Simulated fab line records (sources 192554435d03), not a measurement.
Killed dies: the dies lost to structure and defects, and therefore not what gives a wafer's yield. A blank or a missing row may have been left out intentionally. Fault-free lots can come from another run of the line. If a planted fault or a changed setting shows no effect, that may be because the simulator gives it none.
Lot-split experiment	flow n5Finfet	route with 1938 steps; 7 lots, 39 wafers read

## ON THE SPLIT
At N5_SD_EPI_N_ETCH_35 (etches SOC in N2/H2, overetch 108 nm, time 486 s), the setting timeS was moved away from the recipe's 486 s on 12 of the 39 wafers read, by -58.7% to +59.5%. This setting was run at the recipe's value on the other wafers.

The reading comes from the split's own step.

## THE READING
SiARC_of_SD_EPI_N_COAT_33.thkNm (the simulator's own value, which no gauge read), in nm, at N5_SD_EPI_N_ETCH_35 (etches SOC in N2/H2, overetch 108 nm, time 486 s). The file gives no usual value for it. Here, 27 wafers ran the recipe; their average is 19.8 nm with a standard deviation of 0.48 nm.

wafer	tool, chamber at the split	timeS as run, s	against the recipe	SiARC_of_SD_EPI_N_COAT_33.thkNm, nm	against lot-mates on the recipe
L074.2	rieDiel-02, 2	486	recipe	21	-
L074.3	rieDiel-02, 0	486	recipe	19.2	-
L074.6	rieDiel-02, 0	486	recipe	19.4	-
L075.1	rieDiel-04, 2	486	recipe	19.6	-
L075.2	rieDiel-04, 3	775	+59.5%	11	-9.0
L075.3	rieDiel-04, 1	486	recipe	20.2	-
L075.4	rieDiel-04, 2	775	+59.5%	10.4	-9.6
L075.5	rieDiel-04, 3	775	+59.5%	11	-9.0
L075.6	rieDiel-04, 1	486	recipe	20.2	-
L082.1	rieDiel-02, 1	486	recipe	19.2	-
L082.2	rieDiel-02, 2	486	recipe	20.8	-
L082.3	rieDiel-02, 0	486	recipe	19.2	-
L082.4	rieDiel-02, 3	486	recipe	19.6	-
L082.5	rieDiel-02, 0	486	recipe	19.4	-
L082.6	rieDiel-02, 3	486	recipe	19.4	-
L084.1	rieDiel-04, 3	486	recipe	20	-
L084.2	rieDiel-04, 0	486	recipe	19	-
L084.3	rieDiel-04, 1	486	recipe	20	-
L084.4	rieDiel-04, 0	748.6	+54.0%	10.4	-9.3
L084.5	rieDiel-04, 1	748.6	+54.0%	12	-7.7
L084.6	rieDiel-04, 3	748.6	+54.0%	12.2	-7.5
L087.1	rieDiel-04, 1	486	recipe	20	-
L087.2	rieDiel-04, 0	486	recipe	19.2	-
L087.3	rieDiel-04, 3	486	recipe	20.2	-
L087.4	rieDiel-04, 2	200.6	-58.7%	28.6	+8.8
L087.5	rieDiel-04, 2	200.6	-58.7%	28.6	+8.8
L087.6	rieDiel-04, 1	200.6	-58.7%	29	+9.2
L090.1	rieDiel-01, 0	486	recipe	20	-
L090.2	rieDiel-01, 1	486	recipe	20	-
L090.3	rieDiel-01, 3	486	recipe	19.6	-
L090.4	rieDiel-01, 2	486	recipe	19.8	-
L090.5	rieDiel-01, 1	486	recipe	20	-
L090.6	rieDiel-01, 2	486	recipe	19.8	-
L093.1	rieDiel-04, 2	486	recipe	19.8	-
L093.2	rieDiel-04, 0	569.1	+17.1%	16.8	-3.1
L093.3	rieDiel-04, 3	569.1	+17.1%	17.8	-2.1
L093.4	rieDiel-04, 1	486	recipe	20.4	-
L093.5	rieDiel-04, 1	569.1	+17.1%	17.8	-2.1
L093.6	rieDiel-04, 2	486	recipe	19.6	-

THE FIT
A straight line over all 39 wafers: SiARC_of_SD_EPI_N_COAT_33.thkNm changes by -0.152 nm for each +1% of timeS; r = -0.99; the points scatter about the line by 0.5 nm.
The same after taking each lot's own level away (the mean of its wafers on the recipe; 39 wafers): -0.152 nm for each +1%; r = -0.99; scatter 0.49 nm.
Per that fit: largest timeS move, reading shift of 9.1 nm.
Measured against the standard deviation above, the lots' own levels, which go from 19.60 to 20.00 nm, span 0.8 times it.
The two slopes are in agreement: the lot-to-lot level therefore moves the slope only a little.
Check: with one of the wafers moved furthest among these (+59.5%) left out of the fit, the line predicts -9.06 nm for it against its lot-mates. It came out at -9 nm against them.

## THE WHOLE CHAIN: every reading that the file lists as answering this split, in the file's order
step	what it does	reading	change (the file's fit)	r (the file's)
N5_SD_EPI_N_ETCH_35	etches SOC in N2/H2, overetch 108 nm, time 486 s	SD_EPI_N.cdNm (the simulator's own value, which no gauge read)	+0.176 nm for each +1% of the setting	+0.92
N5_SD_EPI_N_ETCH_35	etches SOC in N2/H2, overetch 108 nm, time 486 s	SiARC_of_SD_EPI_N_COAT_33.thkNm (the simulator's own value, which no gauge read)	-0.152 nm for each +1% of the setting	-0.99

## FILE'S OWN FIT
SiARC_of_SD_EPI_N_COAT_33.thkNm changes by -0.152 nm for each +1% of timeS, r = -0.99.
